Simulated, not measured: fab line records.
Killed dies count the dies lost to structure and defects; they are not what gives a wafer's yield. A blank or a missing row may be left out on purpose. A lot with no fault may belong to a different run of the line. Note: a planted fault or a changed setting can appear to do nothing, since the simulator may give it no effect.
Chamber matching || flow n5 finfet || rie diel-04 running N5_HKMG_FIN_ETCH_86: 4 sister chambers
The step etches SOC in N2/H2, stops on TiN, target depth 393.2 nm. 4 wafers are shown with their chamber, then 11 later ones without.

## WAFERS, EACH WITH ITS CHAMBER
{"wafer": "L088.4", "chamber": 1, "showerhead plenum p Torr (Torr)": 2.55}
{"wafer": "L092.1", "chamber": 2, "showerhead plenum p Torr (Torr)": 2.63}
{"wafer": "L092.4", "chamber": 3, "showerhead plenum p Torr (Torr)": 2.63}
{"wafer": "L093.1", "chamber": 0, "showerhead plenum p Torr (Torr)": 2.42}

## WAFERS WHOSE CHAMBER IS MISSING
{"wafer": "L093.2", "showerhead plenum p Torr (Torr)": 2.62}
{"wafer": "L093.5", "showerhead plenum p Torr (Torr)": 2.62}
{"wafer": "L094.1", "showerhead plenum p Torr (Torr)": 2.42}
{"wafer": "L094.3", "showerhead plenum p Torr (Torr)": 2.63}
{"wafer": "L094.5", "showerhead plenum p Torr (Torr)": 2.55}
{"wafer": "L095.4", "showerhead plenum p Torr (Torr)": 2.62}
{"wafer": "L095.5", "showerhead plenum p Torr (Torr)": 2.55}
{"wafer": "L095.6", "showerhead plenum p Torr (Torr)": 2.62}
{"wafer": "L096.3", "showerhead plenum p Torr (Torr)": 2.55}
{"wafer": "L096.5", "showerhead plenum p Torr (Torr)": 2.62}
{"wafer": "L096.6", "showerhead plenum p Torr (Torr)": 2.55}

## EACH ONE'S CHAMBER
{"wafer": "L093.2", "from the rows above": "can't be placed: 2 or 3", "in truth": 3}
{"wafer": "L093.5", "from the rows above": "can't be placed: 2 or 3", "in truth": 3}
{"wafer": "L094.1", "from the rows above": 0, "in truth": 0}
{"wafer": "L094.3", "from the rows above": "can't be placed: 2 or 3", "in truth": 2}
{"wafer": "L094.5", "from the rows above": 1, "in truth": 1}
{"wafer": "L095.4", "from the rows above": "can't be placed: 2 or 3", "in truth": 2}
{"wafer": "L095.5", "from the rows above": 1, "in truth": 1}
{"wafer": "L095.6", "from the rows above": "can't be placed: 2 or 3", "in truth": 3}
{"wafer": "L096.3", "from the rows above": 1, "in truth": 1}
{"wafer": "L096.5", "from the rows above": "can't be placed: 2 or 3", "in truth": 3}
{"wafer": "L096.6", "from the rows above": 1, "in truth": 1}
Correctly placed: 5 of 11. From these rows, 6 cannot be placed; in 6 the true chamber is one of the candidates. Wrongly placed: 0.
How it was worked out, from the rows above alone: a wafer's distance from a chamber is the root of the sum, over the readings, of the square of ((its reading less the chamber's mean) divided by the reading's scatter). If the next closest chamber is less than 2 further off than the closest, the wafer can't be placed; otherwise it belongs to the closest. A chamber's mean is the mean of its shown wafers. The scatter: root of mean squared gap, hidden wafer to nearest shown wafer, with one shown wafer a chamber.
